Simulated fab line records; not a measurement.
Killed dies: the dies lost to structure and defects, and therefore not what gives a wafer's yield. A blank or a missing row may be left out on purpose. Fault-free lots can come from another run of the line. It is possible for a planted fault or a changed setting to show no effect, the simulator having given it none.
fab line records ; flow n5Finfet
[record] lots = 4; wafers = 12; lastDay = 18
route steps=1938 shown BEOL_M4@1099 BEOL_M5@1112 BEOL_M15@1773 PASSIVATION@1936
lots that met no fault: from a run of the same line without faults
startH: the number of hours between the record's first day and the start of the first shown wafer of the lot ; waitH: time in hours since the lot's previous step ; " repeats the value in the row above ; L1.1+2: a row that stands for several wafers ; - no value, or no start given ; * or withheld: withheld ; < > ~ a bound
route shown NAME@n: a module of which the file shows steps, and the number in the route of the first ; usual: mean/standard deviation taken from wafers without a fault ; same: alike in all rows ; chamber/n: place in a boat ; sites: each site's reading ; _std_site: standard deviation across them ; _edge_site: inner sites' mean taken away from outer sites' mean ; radiusMm: for every site, how far away it sits from the centre of the wafer ; mask NAME#n: copy n ; behind: the last tool/chamber to shape the wafer ; hold: reason for holding the lot/hours on hold/outcome of the hold ; device: which transistor (n, p or np) failed to switch ; end of line: the same wafers' tests at the end of the route ; a step without rows: its recipe alone ; killed: at the first sort, the dies lost to defects and structure; wafer yield is something else ; map: the dies of a wafer, with x for killed, . for not killed, _ for no die there
set.NAME: setting as actually run; set.NAME@STEP: the setting as run at that earlier step ; model.NAME: the simulator's own value behind a step, which no gauge read
lots at selected steps of the route; one table per step, one row per wafer
services: from which hour (startH, from the record's first day; less than 0 if before it) a tool's chamber was out of use, for how many hours, and why
[[steps]]
[step N5_BEOL_M4_ANNEAL_95]
[recipe] tempC = 400; timeS = 240; ambient = vacuum
[step N5_BEOL_M4_SPUTTER_96]
[recipe] material = Cu; targetThkA = 45; tempC = -20; chamberPressurePa = 0.07; powerW = withheld; timeS = 8.29
[step N5_BEOL_M4_ECD_50]
[recipe] material = Cu; targetThkA = 3000
[step N5_BEOL_M4_ANNEAL_51]
[recipe] tempC = 225; timeS = 90; ambient = N2
[step N5_BEOL_M4_CMP_52]
[recipe] stopOn = SiOC; tOverpolishS = 6.8; downForcePsi = 1; platenRpm = 50; clearingPlatenDownForcePsi = 1.5; clearingPlatenRpm = 50; postCmpClean = cuAlkaline; targetThkNm = 40; clearingPlatenPadVelocityMS = 0.99484; padVelocityMS = 0.99484
[step N5_BEOL_M4_PRE_CLEAN_60]
[recipe] gas = NH3/H2; timeS = 15; tempC = *; rfPowerW = 300
[step N5_BEOL_M4_CO_CAP_55]
[recipe] material = Co; targetThkA = 20; tempC = 200; precursor = CCTBA/H2; pressureTorr = 30; timeS = 102.1
[step N5_BEOL_M4_PRE_CLEAN_56]
[recipe] gas = NH3; timeS = 15; tempC = withheld; rfPowerW = 300
[step N5_BEOL_M4_DEP_57]
[recipe] material = SiCN; targetThkA = 80; tempC = withheld; precursor = 3MS/NH3; pressureTorr = 3; rfW = 202; timeS = 14
[step N5_BEOL_M4_RC_MEAS_101]
[usual] DIBL_N = 35.8/1.7; DIBL_P = 35.9/1.9; IOFF_N = 0.151/0.028; IOFF_P = 0.21/0.037; ION_N = 673/12; ION_P = 463/8.3; SS_N = 71.4/0.59; SS_P = 73.2/0.63; VT_N = 250/3.2; VT_P = -250/3.7
lot.wafer;tool;chamber;startH;waitH;DIBL_N[mV/V];DIBL_P[mV/V];IOFF_N[nA/um];IOFF_P[nA/um];ION_N[uA/um];ION_P[uA/um];SS_N[mV/dec];SS_P[mV/dec];VT_N[mV];VT_P[mV]
L453.1;prober-01;0;216.07;0.0;37.1;40.5;0.185;0.26;692;482;71.4;75.0;250;-245
L453.3;prober-01;0;216.07;0.0;33.3;35.3;0.116;0.18;664;465;70.5;73.0;253;-250
L453.5;prober-01;0;216.07;0.0;33.6;36.8;0.135;0.20;678;474;70.4;73.4;251;-251
L465.2;prober-01;0;286.09;0.2;33.3;33.2;0.122;0.16;657;459;70.9;73.0;255;-255
L465.3;prober-01;0;286.09;0.2;35.6;36.3;0.153;0.20;664;458;71.4;73.7;250;-251
L465.4;prober-01;0;286.09;0.2;32.7;32.6;0.113;0.16;665;463;70.5;73.1;257;-254
L468.1;prober-01;0;304.57;0.0;35.5;34.9;0.142;0.20;663;456;70.9;73.8;251;-250
L468.2;prober-01;0;304.57;0.0;37.1;37.4;0.171;0.24;678;469;71.3;72.9;251;-248
L468.4;prober-01;0;304.57;0.0;35.8;35.8;0.153;0.21;674;465;71.3;73.4;251;-248
L466.2;prober-01;0;317.12;0.2;37.6;39.2;0.211;0.26;699;471;72.2;74.0;246;-247
L466.3;prober-01;0;317.12;0.2;34.0;33.9;0.136;0.18;673;460;71.0;72.4;251;-252
L466.4;prober-01;0;317.12;0.2;34.5;35.3;0.145;0.19;674;465;70.8;72.6;250;-250
[step N5_BEOL_M5_ILD_DEP_00]
[recipe] material = SiCOH_lowk; targetThkA = 1406.4; tempC = 300; precursor = DEMS/porogen; pressureTorr = 5; rfW = 500; timeS = 25.9
[step N5_BEOL_M5_CURE_79]
[recipe] tempC = 385; timeS = 240; ambient = He/Ar; material = SiCOH_lowk
[step N5_BEOL_M5_PECVD_70]
[recipe] material = SiO2; targetThkA = 160; tempC = 400; precursor = TEOS/O2; pressureTorr = 5.5; rfW = 450; teosFlowSccm = 53.8; gas = O2; flowSccm = 3000; timeS = 18
[step N5_BEOL_M5_HM_DEP_02]
[recipe] material = TiN; targetThkA = 200; tempC = 25; chamberPressurePa = 0.49996
[step N5_BEOL_M5_COAT_59]
[recipe] resist = SOC; tempC = 250; timeS = 60; spinRpm = 1500; resistThkNm = 60
[step N5_BEOL_M5_COAT_60]
[recipe] resist = SiARC; tempC = 220; timeS = 60; spinRpm = 1500; resistThkNm = 12
[step N5_BEOL_M5_COAT_71]
[recipe] resist = underlayer; tempC = 205; timeS = 60; spinRpm = 1500; resistThkNm = 5
[step N5_BEOL_M5_COAT_05]
[recipe] resist = CAR-EUV; spinRpm = 1500; resistThkNm = 30
[step N5_BEOL_M5_EBR_07]
[recipe] solvent = PGMEA; ebrWidthMm = 1.5
[step N5_BEOL_M5_SOFTBAKE_06]
[recipe] tempC = 110; timeS = 60; resist = CAR-EUV
[step N5_BEOL_M5_EXPOSE_08]
[recipe] maskId = M5; na = 0.33; sourceShape = annular; sigmaInner = 0.4; sigmaOuter = 0.8; polarization = unpolarized; targetCdNm = 28; doseMj = 35.75
[step N5_BEOL_M5_PEB_09]
[recipe] pebTempC = 100; pebTimeS = 60; resist = CAR-EUV
[step N5_BEOL_M5_DEVELOP_10]
[recipe] developTimeS = 30; developer = TMAH; resist = CAR-EUV; rinseLiquid = surfactantRinse; dry = airSpin; devTempC = 23
[step N5_BEOL_M5_DESCUM_16]
[recipe] chemistry = O2; timeS = 7; sourcePowerW = 50; biasPowerW = 20; pressureMtorr = 20; rfFrequencyHz = 2.712e+07; tempC = 40; resist = CAR-EUV; o2FlowSccm = 225
[step N5_BEOL_M5_ETCH_72]
[recipe] chemistry = N2/H2; target = underlayer; targetDepthA = 65; maskMaterial = CAR-EUV; timeS = 5.2; ionEnergyEv = 200; pressureMtorr = 30; sourceW = 840; biasW = 150; n2FlowSccm = 200; h2FlowSccm = 200; ends = cleared
[step N5_BEOL_M5_ETCH_61]
[recipe] chemistry = CF4; target = SiARC; targetDepthA = 156; maskMaterial = CAR-EUV; timeS = 26; ionEnergyEv = 80; pressureMtorr = 40; sourceW = 545; biasW = 36; Ar_flow_sccm = 100; cf4FlowSccm = 100; ends = cleared
[step N5_BEOL_M5_ETCH_62]
[recipe] chemistry = N2/H2; target = SOC; targetDepthA = 750; overetchA = 150; maskMaterial = SiARC; tempC = 40; timeS = 112.5; ionEnergyEv = 200; pressureMtorr = 30; sourceW = 840; biasW = 150; n2FlowSccm = 200; h2FlowSccm = 200
[step N5_BEOL_M5_STRIP_63]
[recipe] chemistry = N2/H2; tempC = 40; n2FlowSccm = 200; h2FlowSccm = 200; rfFrequencyHz = 6e+07
[step N5_BEOL_M5_STRIP_73]
[recipe] chemistry = N2/H2; tempC = 40; n2FlowSccm = 200; h2FlowSccm = 200; rfFrequencyHz = 6e+07
[step N5_BEOL_M5_STRIP_64]
[recipe] chemistry = CF4; resist = SiARC; powerW = 300; biasPowerW = 75; pressureMtorr = 50; cf4FlowSccm = 150; rfFrequencyHz = 6e+07
[step N5_BEOL_M5_HM_OPEN_17]
[recipe] chemistry = Cl2/BCl3; targetDepthA = 200; overetchA = 60; target = TiN; maskMaterial = SOC; ionEnergyEv = 150; pressureMtorr = 10; icpW = 1000; biasW = 126; Cl2_flow_sccm = 53.25; bcl3FlowSccm = 21.75; Ar_flow_sccm = 25
[step N5_BEOL_M5_STRIP_19]
[recipe] chemistry = O2; powerW = 400; tempC = 40; pressureMtorr = 30; rfFrequencyHz = 6e+07; biasPowerW = 0; overashFraction = 0.2; o2FlowSccm = 225
[step N5_BEOL_M5_COAT_65]
[recipe] resist = SOC; tempC = 250; timeS = 60; spinRpm = 1500; resistThkNm = 60
[step N5_BEOL_M5_COAT_66]
[recipe] resist = SiARC; tempC = 220; timeS = 60; spinRpm = 1500; resistThkNm = 12
[step N5_BEOL_M15_ILD_DEP_00]
[recipe] material = SiO2; targetThkA = 16293; tempC = 400; precursor = TEOS/O2; pressureTorr = 6.5; rfW = 900; teosFlowSccm = 161.4; gas = O2; flowSccm = 2650; timeS = 346.1
[usual] heaterPowerW = 538/83; showerheadPlenumPTorr = 8.338/0.027; throttleValvePct = 18.6/1
lot.wafer;tool;chamber;startH;waitH;heaterPowerW;showerheadPlenumPTorr;throttleValvePct
L453.1;pecvd-04;1;313.19;0.0;522;8.296;18.2
L453.3;pecvd-04;2;313.19;0.0;577;8.375;19.7
L453.5;pecvd-04;1;313.19;0.0;620;8.306;18.3
L465.2;pecvd-04;0;373.34;0.0;651;8.326;17.8
L465.3;pecvd-04;2;373.34;0.0;582;8.351;19.9
L465.4;pecvd-04;2;373.34;0.0;666;8.348;19.9
L468.1;pecvd-03;0;384.41;0.0;624;8.359;19.6
L468.2;pecvd-03;2;384.41;0.0;584;8.353;17.5
L468.4;pecvd-03;0;384.41;0.0;486;8.336;19.8
L466.2;pecvd-04;2;399.63;0.0;651;8.341;20.0
L466.3;pecvd-04;0;399.63;0.0;661;8.325;17.5
L466.4;pecvd-04;2;399.63;0.0;528;8.338;20.0
[step N5_BEOL_M15_THK_MEAS_01]
[recipe] reads = SiO2_of_BEOL_M15_ILD_DEP_00
[usual] M15_ILD_THK = 1631/27
lot.wafer;tool;chamber;startH;waitH;M15_ILD_THK[nm]
L453.1;filmMetro-01;-;313.44;0.1;1628
L453.3;filmMetro-01;-;313.44;0.1;1620
L453.5;filmMetro-01;-;313.44;0.1;1641
L465.2;filmMetro-02;-;373.59;0.1;1327
L465.3;filmMetro-02;-;373.59;0.1;1342
L465.4;filmMetro-02;-;373.59;0.1;1362
L468.1;filmMetro-02;-;384.66;0.1;1631
L468.2;filmMetro-02;-;384.66;0.1;1610
L468.4;filmMetro-02;-;384.66;0.1;1645
L466.2;filmMetro-01;-;399.99;0.3;1299
L466.3;filmMetro-01;-;399.99;0.3;1294
L466.4;filmMetro-01;-;399.99;0.3;1348
[step N5_BEOL_M15_THK_MEAS_50]
[recipe] thkMeasGauge = xrf; reads = Cu_of_BEOL_M15_ECD_47
[usual] M15_THK = 840/15
lot.wafer;tool;chamber;startH;waitH;M15_THK[nm]
L453.1;filmMetro-01;-;317.99;-;829
L453.3;filmMetro-01;-;317.99;-;862
L453.5;filmMetro-01;-;317.99;-;830
L465.2;filmMetro-01;-;379.55;-;-
L465.3;filmMetro-01;-;379.55;-;-
L465.4;filmMetro-01;-;379.55;-;822
L468.1;filmMetro-02;-;389.42;-;829
L468.2;filmMetro-02;-;389.42;-;842
L468.4;filmMetro-02;-;389.42;-;817
L466.2;filmMetro-02;-;406.51;-;-
L466.3;filmMetro-02;-;406.51;-;-
L466.4;filmMetro-02;-;406.51;-;835
[step N5_BEOL_M15_RS_MEAS_54]
[recipe] thkMeasGauge = four-point-probe; reads = Cu_of_BEOL_M15_ECD_47+Ta_of_BEOL_M15_SPUTTER_44+TaN_of_BEOL_M15_SPUTTER_43
[usual] M15_RS = 0.0216/0.00036
lot.wafer;tool;chamber;startH;waitH;M15_RS[ohm/sq]
L453.1;filmMetro-01;-;318.11;0.0;0.0218
L453.3;filmMetro-01;-;318.11;0.0;0.0209
L453.5;filmMetro-01;-;318.11;0.0;0.0218
L465.2;filmMetro-01;-;379.68;0.1;-
L465.3;filmMetro-01;-;379.68;0.1;-
L465.4;filmMetro-01;-;379.68;0.1;0.0220
L468.1;filmMetro-02;-;389.55;0.0;0.0219
L468.2;filmMetro-02;-;389.55;0.0;0.0217
L468.4;filmMetro-02;-;389.55;0.0;0.0223
L466.2;filmMetro-02;-;406.67;0.1;-
L466.3;filmMetro-02;-;406.67;0.1;-
L466.4;filmMetro-02;-;406.67;0.1;0.0217
[step N5_PASSIVATION_PROBE_49]
[usual] defectLimitedYield = 91.4/1.5; killed_at_M0_to_M3 = 33/9.8; killed_at_M4_up = 14/5.5; killedAtContacts = 12/6.5; killedAtFrontEnd = 38/11; killedAtOther = 3/3.1; killedDies = 101/17; killedOpen = 66/13; killedShort = 32/7.5; sort_bin_5_function = 5.0/1; sort_bin_6_memory = 3.2/0.69; sortNPass = 1079/17; sortYieldPct = 91.4/1.5
[same] grossDies = 1180; killedAtBackSide = 0; sort_bin_4_leakage[%] = 0; sort_bin_8_speed[%] = 0
lot.wafer;tool;chamber;startH;waitH;defectLimitedYield[%];killed_at_M0_to_M3;killed_at_M4_up;killedAtContacts;killedAtFrontEnd;killedAtOther;killedDies;killedOpen;killedShort;sort_bin_5_function[%];sort_bin_6_memory[%];sortNPass;sortYieldPct[%]
L453.1;prober-02;-;333.98;0.0;91.7;19;26;11;34;8;98;62;25;4.4;3.1;1082;91.7
L453.3;prober-02;-;334.08;0.1;90.6;18;24;19;47;3;111;82;27;5.3;3.6;1069;90.6
L453.5;prober-02;-;334.18;0.2;94.2;8;28;9;20;4;69;50;15;3.1;2.5;1111;94.2
L465.2;prober-01;-;397.18;1.4;62.2;30;371;20;20;5;446;63;23;34.1;3.4;734;62.2
L465.3;prober-01;-;397.23;1.4;66.0;36;326;6;22;11;401;51;29;30.8;2.8;779;66.0
L465.4;prober-01;-;397.28;1.5;64.4;29;352;8;28;3;420;51;25;33.0;2.5;760;64.4
L468.1;prober-01;-;405.79;0.0;92.1;24;17;18;33;1;93;68;25;4.5;3.2;1087;92.1
L468.2;prober-01;-;405.84;0.1;90.0;38;15;24;37;4;118;81;35;4.7;5.0;1062;90.0
L468.4;prober-01;-;405.94;0.2;91.6;27;21;10;39;2;99;71;26;5.5;2.7;1081;91.6
L466.2;prober-01;-;421.91;0.1;61.8;19;380;16;35;1;451;65;18;34.7;3.1;729;61.8
L466.3;prober-01;-;421.96;0.1;60.8;30;369;22;32;9;462;75;38;35.5;3.0;718;60.8
L466.4;prober-01;-;422.01;0.2;63.2;43;332;16;37;6;434;89;38;32.0;4.4;746;63.2
// killed by level:class
L453.1 BEOL_M4:geometricParticle:open=21 STI_FIN_REVEAL:geometricParticle:open=9 MOL_CONTACT_COAG:geometricParticle:open=8 HKMG_FIN:areaEtch=8 BEOL_M1:geometricParticle:open=6 GATE_CUT:geometricParticle:short=5 BEOL_M2:geometricParticle:open=4 BEOL_M0_SAQP:geometricParticle:short=3
L453.3 STI_FIN_REVEAL:geometricParticle:open=22 MOL_CONTACT_COAG:geometricParticle:open=15 BEOL_M4:geometricParticle:open=12 BEOL_M2:geometricParticle:open=7 BEOL_M5:geometricParticle:open=6 GATE_CUT:geometricParticle:open=4 GATE_CUT:geometricParticle:short=4 BEOL_M0_SAQP:geometricParticle:short=4
L453.5 BEOL_M4:geometricParticle:open=13 STI_FIN_REVEAL:geometricParticle:open=6 BEOL_M5:geometricParticle:open=6 MOL_CONTACT_COAG:geometricParticle:open=4 MOL_CONTACT_COAG:geometricParticle:short=4 FIN_SAQP:geometricParticle:open=3 DUMMY_GATE:geometricParticle:open=2 GATE_CUT:geometricParticle:short=2
L465.2 BEOL_M15:areaEtch=358 MOL_CONTACT_COAG:geometricParticle:open=19 BEOL_M3:geometricParticle:open=7 BEOL_M4:geometricParticle:open=7 BEOL_M0_SAQP:geometricParticle:open=6 BEOL_M1:geometricParticle:open=6 DUMMY_GATE:geometricParticle:open=5 STI_FIN_REVEAL:geometricParticle:open=4
L465.3 BEOL_M15:areaEtch=318 BEOL_M0_SAQP:geometricParticle:short=13 BEOL_M0_SAQP:geometricParticle:open=13 PAD_METAL:geometricParticle:open=8 FIN_SAQP:geometricParticle:open=6 MOL_CONTACT_COAG:geometricParticle:open=5 GATE_CUT:geometricParticle:short=4 BEOL_M3:geometricParticle:open=4
L465.4 BEOL_M15:areaEtch=344 BEOL_M2:geometricParticle:open=10 FIN_SAQP:geometricParticle:open=6 FIN_SAQP:geometricParticle:short=6 STI_FIN_REVEAL:geometricParticle:open=6 MOL_CONTACT_COAG:geometricParticle:open=5 GATE_CUT:geometricParticle:open=4 BEOL_M0_SAQP:geometricParticle:short=4
L468.1 MOL_CONTACT_COAG:geometricParticle:open=16 BEOL_M1:geometricParticle:open=8 FIN_SAQP:geometricParticle:open=5 STI_FIN_REVEAL:geometricParticle:open=5 BEOL_M0_SAQP:geometricParticle:open=5 BEOL_M0_SAQP:geometricParticle:short=5 BEOL_M4:geometricParticle:open=5 STARTING-WAFER:geometricParticle:open=5
L468.2 MOL_CONTACT_COAG:geometricParticle:open=17 BEOL_M0_SAQP:geometricParticle:open=11 BEOL_M4:geometricParticle:open=10 STI_FIN_REVEAL:geometricParticle:open=8 BEOL_M0_SAQP:geometricParticle:short=8 BEOL_M1:geometricParticle:open=8 MOL_CONTACT_COAG:geometricParticle:short=7 FIN_SAQP:geometricParticle:short=6
L468.4 FIN_SAQP:geometricParticle:open=14 BEOL_M4:geometricParticle:open=11 MOL_CONTACT_COAG:geometricParticle:open=9 BEOL_M0_SAQP:geometricParticle:open=9 GATE_CUT:geometricParticle:short=5 BEOL_M3:geometricParticle:open=5 STI_FIN_REVEAL:geometricParticle:open=4 BEOL_M0_SAQP:geometricParticle:short=4
L466.2 BEOL_M15:areaEtch=363 MOL_CONTACT_COAG:geometricParticle:open=15 FIN_SAQP:geometricParticle:open=8 BEOL_M3:geometricParticle:open=5 BEOL_M4:geometricParticle:open=5 STI_FIN_REVEAL:geometricParticle:open=4 STI_FIN_REVEAL:geometricParticle:short=4 GATE_CUT:geometricParticle:open=4
L466.3 BEOL_M15:areaEtch=346 MOL_CONTACT_COAG:geometricParticle:open=18 BEOL_M0_SAQP:geometricParticle:short=8 BEOL_M1:geometricParticle:open=6 STARTING-WAFER:geometricParticle:short=6 BEOL_M3:geometricParticle:open=6 BEOL_M5:geometricParticle:open=6 BEOL_M4:geometricParticle:open=5
L466.4 BEOL_M15:areaEtch=303 MOL_CONTACT_COAG:geometricParticle:open=14 BEOL_M3:geometricParticle:open=14 FIN_SAQP:geometricParticle:open=11 BEOL_M4:geometricParticle:open=9 STI_FIN_REVEAL:geometricParticle:open=7 BEOL_M2:geometricParticle:open=6 GATE_CUT:geometricParticle:open=5
// map L465.2 (x killed, . not)
_________________............________________
______________..xxx............._____________
___________.............x.......x..__________
__________.x.......................x_________
________x.......x....................._______
_______x...............................______
______......x...........x..xx..........._____
_____......x....x.xxxxxxxxx.....x........____
____......xx....xxxxxxxxxxxxxxx...........___
___.....x.x.x.xxxxxxxxxxxxxxxxx...........x__
___..........xxxxxxxxxxxxxxxxxxx...x.......__
__x.........xxxxxxxxxxxxxxxxxxxxx.........x._
__..........xxxxxxxxxxxxxxxxxxxxxx.......x.._
_..........xxxxxxxxxxxxxxxxxxxxxxxx.......x..
_..........xxxxxxxxxxxxxxxxxxxxxxxx...x..x...
_.........xxxxxxxxxxxxxxxxxxxxxxxx...........
_..........xxxxxxxxxxxxxxxxxxxxxxxx...x......
_.........xxxxxxxxxxxxxxxxxxxxxxxxx..........
_.........xxxxxxxxxxxxxxxxxxxxxxxxx..........
_..........xxxxxxxxxxxxxxxxxxxxxxxx..........
_....xx.....xxxxxxxxxxxxxxxxxxxxxx.......x...
__..........xxxxxxxxxxxxxxxxxxxxxxx........._
__.x...x...x.xxxxxxxxxxxxxxxxxxxx.....x....._
___..x.......xxxxxxxxxxxxxxxxxxx...........__
___......x.....xxxxxxxxxxxxxx.x.........xx.__
____............xxxxxxxxxxxxxx............___
_____..............xxxxxxxx..............____
______..................xx........x....._____
_______...........................x....______
________..........................x..._______
__________.......x.................._________
___________......x............xx...__________
______________.................._____________
_________________......x.....________________
// map L466.3 (x killed, . not)
_________________....x.......________________
______________......x........x.._____________
___________..x.....................__________
__________............xx......x....._________
________...xx...............xx........_______
_______x.....x.....................x...______
______............................x...x._____
_____x..........xx.xxxxxxx.........x.....____
____.............xxxxxxxxxxxx.............___
___...x.x..x...xxxxxxxxxxxxxxxx....x..x....__
___..x........xxxxxxxxxxxxxxxxx............__
__..xx......xxxxxxxxxxxxxxxxxxxxx...x......._
__....x.....xxxxxxxxxxxxxxxxxxxxx..........._
_...........xxxxxxxxxxxxxxxxxx.x..x..x..x.x..
_..........xxxxxxxxxxxxxxxxxxx.xx...x.....x..
_.....x....xxxxxxxxxxxxxxxxxxxxxxxx..........
_....x.....xxxxxxxxxxxxxxxxxxxxx.xx.....xx...
_...x......xxxxxxxxxxxxxxxxxxxxxxxx..x.......
_.......x..xxxxxxxxxxxxxxxxxxxxxxxx..........
_......x...xxxxxxxxxxxxxxxxxxxxxxxx.x......x.
_......x..xxxxxxxxxxxxxxxxxxxxxxxxx.....x....
__..........xxxxxxxxxxxxxxxxxxxxxxx..x......_
__..xx.....x.xxxxxxxxxxxxxxxxxxxxx.......x.._
___.....x....xxxxxxxxxxxxxxxxxxxx.....x....__
___...........xxxxxxxxxxxxxxxxxx.x...x.x...__
____...x.x......xxxxxxxxxxxxxx............___
_____.x...........xxxxxxxxx......x.......____
______........x...............x..x.x...._____
_______............xx....x.............______
________.............................._______
__________....x.........x.x......x.._________
___________.......x...x........x...__________
______________............x.x..._____________
_________________........x...________________
[[services]]
tool;chamber;startH;hours;kind
pecvd-03;-;354.87;5.1;repair
pecvd-04;1;383.62;-;clean
pecvd-04;1;383.62;-;consumableReplace:showerhead
pecvd-04;1;383.62;29.0;scheduledDown
pecvd-04;1;383.62;29.0;ventCycle
[[key]]
[firstSign] step = N5_BEOL_M15_THK_MEAS_01; reading = M15_ILD_THK; direction = down; sigmas = 11; usual = 1631; struck = 1329
[effect] step = N5_BEOL_M15_THK_MEAS_50; reading = M15_THK; direction = missing
[effect] step = N5_BEOL_M15_RS_MEAS_54; reading = M15_RS; direction = missing
[effect] step = N5_PASSIVATION_PROBE_49; reading = killed_at_M4_up; direction = up; sigmas = 62; usual = 14; struck = 355
[moreKillsBornAt] N5_BEOL_M15_VIA_ETCH_16@rieDiel-05 = 1020; N5_BEOL_M15_VIA_ETCH_16@rieDiel-04 = 1012
metAt N5_BEOL_M15_ILD_DEP_00
struckWafers L465.2,L465.3,L465.4,L466.2,L466.3,L466.4
onsetBetween 313.19 373.34
[fault] kind = siteProfileDrift; tool = pecvd-04; chamber = -; onsetH = 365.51; steps = N5_BEOL_M15_ILD_DEP_00; basis = fraction; maxAbsDrift = 0.41131; slopeSharePerHr = 91.401; sitePattern = 0,0,0,0,0,-1,-1,-1,-1
